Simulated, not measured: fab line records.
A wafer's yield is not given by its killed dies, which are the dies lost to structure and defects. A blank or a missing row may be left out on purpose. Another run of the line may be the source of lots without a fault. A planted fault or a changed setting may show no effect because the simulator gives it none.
Split-lot study | flow n5 finfet | on a route of 1938 steps: 7 lots, 21 wafers read

== ABOUT THE SPLIT ==
At N5_BEOL_M3_COAT_67 (time 60 s, resist thk 60 nm), the setting spin rpm was moved away from the recipe's 1500 rpm on 11 of the 21 wafers read, by -11.0% to +8.3%. All remaining wafers had this setting at the recipe value.

== FROM THE SPLIT TO THE READING: what the file shows between them, 6 steps ==
- N5_BEOL_M3_EXPOSE_25: exposes mask V2, defocus 5 nm (also split here: dose mj)
- N5_BEOL_M3_PEB_26: peb time 60 s
- N5_BEOL_M3_DEVELOP_27: develop time 30 s
- N5_BEOL_M3_CD_MEAS_28: target cd 25.7 nm, target cd y 23.3 nm
- N5_BEOL_M3_ALD_98: deposits SiO2, target thk 2.5 nm, pulse time 1 s, co reactant pulse time 1 s
- N5_BEOL_M3_ETCHBACK_99: etches SiO2 in CHF3, target depth 5 nm, time 10.4 s

== THE READING ==
etch.depth nm (the simulator's own value, which no gauge read), in nm, at N5_BEOL_M3_ETCH_70 (etches SOC in N2/H2, target depth 80 nm, overetch 16 nm, time 120 s). There is no usual value for it anywhere in the file. The 10 wafers here that ran the recipe average 59.98 nm, standard deviation 0.23 nm.

wafer  | tool, chamber at the split | spin rpm as run, rpm | against the recipe | etch.depth nm, nm | against lot-mates on the recipe
L079.2 | litho track-01, 0          | 1500                 | recipe             | 60.03             | -
L079.3 | litho track-01, 0          | 1418                 | -5.5%              | 61.8              | +1.77
L079.4 | litho track-01, 0          | 1418                 | -5.5%              | 61.34             | +1.31
L080.1 | litho track-04, 0          | 1624                 | +8.3%              | 57.6              | -2.34
L080.2 | litho track-04, 0          | 1624                 | +8.3%              | 57.54             | -2.40
L080.4 | litho track-04, 0          | 1500                 | recipe             | 59.94             | -
L085.2 | litho track-02, 0          | 1366                 | -8.9%              | 63.29             | +2.85
L085.4 | litho track-02, 0          | 1366                 | -8.9%              | 63.18             | +2.74
L085.6 | litho track-02, 0          | 1500                 | recipe             | 60.44             | -
L093.2 | litho track-02, 0          | 1500                 | recipe             | 60.04             | -
L093.3 | litho track-02, 0          | 1500                 | recipe             | 59.92             | -
L093.4 | litho track-02, 0          | 1500                 | recipe             | 60.22             | -
L094.2 | litho track-01, 0          | 1500                 | recipe             | 59.65             | -
L094.5 | litho track-01, 0          | 1500                 | recipe             | 59.79             | -
L094.6 | litho track-01, 0          | 1500                 | recipe             | 59.67             | -
L095.2 | litho track-01, 0          | 1555                 | +3.7%              | 59.06             | -1.09
L095.4 | litho track-01, 0          | 1500                 | recipe             | 60.15             | -
L095.5 | litho track-01, 0          | 1555                 | +3.7%              | 59.07             | -1.08
L097.1 | litho track-04, 0          | 1335                 | -11.0%             | 63.88             | no lot-mate on the recipe
L097.3 | litho track-04, 0          | 1335                 | -11.0%             | 63.78             | no lot-mate on the recipe
L097.6 | litho track-04, 0          | 1335                 | -11.0%             | 64.06             | no lot-mate on the recipe

THE FIT
A straight line over all 21 wafers: etch.depth nm changes by -0.332 nm for each +1% of spin rpm; r = -0.99; the points scatter about the line by 0.27 nm.
The same after taking each lot's own level away (the mean of its wafers on the recipe; 18 wafers): -0.297 nm for each +1%; r = -1.00; scatter 0.12 nm.
Per that fit: largest spin rpm move, reading shift of 3.3 nm.
From 59.703 to 60.440 nm: that is the span of the lots' own levels, equal to 3.1 times the standard deviation above.
So the lot-to-lot level changes the slope: the two fits differ.
Check: for one of the wafers moved furthest among these (-8.9%), held out of the fit, the line's prediction against its lot-mates is +2.61 nm. Against them it came out at +2.85 nm.

== THESE WAFERS: OTHER SPLITS ==
Note: prior to the reading, these wafers also went through further splits. Each is held against what the fit with the lots' levels taken away leaves over:
other split on the same wafers      | wafers away from the commonest value | r with etch.depth nm (lot level and that fit taken away)
N5_MOL_CONTACT_COAG_PECVD_31 temp c | 4                                    | -0.21
N5_BEOL_M1_EXPOSE_25 dose mj        | 6                                    | -0.24
N5_BEOL_M2_TRENCH_ETCH_37 bias w    | 3                                    | +0.16
N5_BEOL_M3_EXPOSE_25 dose mj        | 6                                    | +0.14

== THE WHOLE CHAIN: every reading that the file lists as answering this split, in the file's order ==
step               | what it does                                                        | reading                                                                        | change (the file's fit)               | r (the file's)
N5_BEOL_M3_COAT_67 | time 60 s, resist thk 60 nm                                         | SOC_of_BEOL_M3_COAT_67.thk nm (the simulator's own value, which no gauge read) | -0.303 nm for each +1% of the setting | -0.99
N5_BEOL_M3_ETCH_70 | etches SOC in N2/H2, target depth 80 nm, overetch 16 nm, time 120 s | etch.depth nm (the simulator's own value, which no gauge read)                 | -0.297 nm for each +1% of the setting | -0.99

== THE FILE'S OWN FIT ==
etch.depth nm changes by -0.297 nm for each +1% of spin rpm, r = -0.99.
